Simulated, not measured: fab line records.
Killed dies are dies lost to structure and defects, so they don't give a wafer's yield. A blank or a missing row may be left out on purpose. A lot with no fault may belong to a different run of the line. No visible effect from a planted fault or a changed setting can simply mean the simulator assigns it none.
Struck lot and sound lot, side by side :: flow n5Finfet :: 28 steps out of a route of 1938
Sound: wafers L429.2, L429.3, L429.6. Struck: wafer L419.2. (L419.5, L419.6 of the same lot were not struck and are left out.) The cause comes at the end.
At each step with rows: each side's tool, then ch and its chambers, then its first start. Under that, the readings that differ: sound wafers :: struck wafers :: difference of the means :: sigmas: that difference in standard deviations of wafers without a fault.
alike: same words and numbers on both sides, and readings whose means sit less than 2 such deviations apart. not compared: any withheld reading, any reading some wafer has no value for, any bound like >300 that may hide the same value, and any number with overlapping values for which the record gives no deviation.
Wherever a step has rows on one side only, a row that says differs or no value, or a row with sigmas, the two part there. Non-overlapping numbers with no deviation appear without sigmas and do not part them. A reading that every wafer of one side lacks parts them only if that side has two wafers or more.

first, 9 steps without rows for these wafers: N5_BEOL_M0_SAQP_EXPOSE_37 (exposes mask M0 CUT1, target cd 30 nm); N5_BEOL_M0_SAQP_PEB_38 (peb time 60 s); N5_BEOL_M0_SAQP_DEVELOP_39 (develop time 30 s); N5_BEOL_M0_SAQP_DESCUM_45 (chemistry O2, time 7 s); N5_BEOL_M0_SAQP_ETCH_88 (etches underlayer in N2/H2, target depth 6.5 nm, time 5.2 s); N5_BEOL_M0_SAQP_ETCH_73 (etches SiARC in CF4, target depth 19.5 nm, time 32.5 s); N5_BEOL_M0_SAQP_CUT_ETCH_46 (etches SOC in N2/H2, target depth 135 nm, overetch 27 nm, time 202.5 s); N5_BEOL_M0_SAQP_STRIP_74 (strips in N2/H2); N5_BEOL_M0_SAQP_STRIP_89 (strips in N2/H2).
N5_BEOL_M0_SAQP_ALD_48: deposits SiO2, target thk 20 nm, pulse time 1 s, co reactant pulse time 1 s.
  sound on aldSin-04 ch 0,2, day 11 07:22; struck on aldSin-03 ch 0, day 8 20:24
reading: aldCycles
sound: 139 139 139
struck: 169
difference: +30
sigmas: 

reading: heaterPowerW (W)
sound: 58 72 70
struck: 89
difference: +22
sigmas: +3

reading: model.SiO2_of_BEOL_M0_SAQP_ALD_48.thkNm (nm)
sound: 20.2 20.2 20.4
struck: 24.2
difference: +3.9
sigmas: 
  alike: precursorPulseHeightRel
then, 15 steps without rows for these wafers: N5_BEOL_M0_SAQP_ETCH_49 (etches SiO2 in CF4/O2, target depth 37 nm); N5_BEOL_M0_SAQP_STRIP_75 (strips in CF4); N5_BEOL_M0_CUTY_COAT_50 (time 60 s, resist thk 15 nm); N5_BEOL_M0_CUTY_COAT_51 (resist thk 150 nm); N5_BEOL_M0_CUTY_EBR_52; N5_BEOL_M0_CUTY_SOFTBAKE_53 (time 60 s); N5_BEOL_M0_CUTY_EXPOSE_54 (exposes mask M0 ABLK); N5_BEOL_M0_CUTY_PEB_55 (peb time 60 s); N5_BEOL_M0_CUTY_DEVELOP_56 (develop time 30 s); N5_BEOL_M0_CUTY_DESCUM_61 (chemistry O2, time 7.9 s); N5_BEOL_M0_CUTY_ETCH_62 (etches SiARC in CF4, time 58.5 s); N5_BEOL_M0_CUTY_ETCH_63 (etches SOC in N2/H2, target depth 82.7 nm, overetch 16.5 nm, time 124 s); N5_BEOL_M0_CUTY_STRIP_64 (strips in N2/H2); N5_BEOL_M0_ETCH_138 (etches SiCN in CH3F/O2, target depth 12 nm, time 31.6 s); N5_BEOL_M0_HM_OPEN_105 (chemistry Cl2/BCl3, target TiN, target depth 12 nm).
N5_BEOL_M0_STRIP_140: strips in CF4.
  sound on rieDiel-02 ch 0,1,2, day 11 10:13; struck on rieDiel-05 ch 2, day 8 23:08
reading: throttleValvePct (%)
sound: 13.67 13.53 13.40
struck: 14.06
difference: +0.53
sigmas: +2

reading: model.SiO2_of_BEOL_M0_SAQP_ALD_48.thkNm (nm)
sound: 10 10.6 10.4
struck: 13
difference: +3
sigmas: 
  alike: drypumpMotorCurrentA, oesProductAu, rfVppV, showerheadPlenumPTorr
  not compared: rfHoursCounterH
then, 1 step without rows for these wafers: N5_BEOL_M0_STRIP_104 (strips in N2/H2).
-- the record jumps here: 3 days lie between the struck wafers' starts before and after (it left off in module BEOL_M0 and takes up again in module BEOL_M4, whose first step shown is number 1111 of the route) --
N5_BEOL_M4_RC_MEAS_101:
  sound on prober-02 ch 0, day 14 08:44; struck on prober-02 ch 0, day 11 11:55
reading: DIBL_N (mV/V)
sound: 32.1 34.7 35.4
struck: 37.5
difference: +3.4
sigmas: +2

reading: VT_P (mV)
sound: -249 -242 -245
struck: -254
difference: -9
sigmas: -2
  alike: DIBL_P, IOFF_N, IOFF_P, ION_N, ION_P, SS_N, SS_P, VT_N

WHERE THEY PART
Earliest at N5_BEOL_M0_SAQP_ALD_48; latest, in this record, at N5_BEOL_M4_RC_MEAS_101.

WHY: the cause the simulator had injected
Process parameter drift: aldSin-03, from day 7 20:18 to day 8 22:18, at N5_BEOL_M0_SAQP_ALD_48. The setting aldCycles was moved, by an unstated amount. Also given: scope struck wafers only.
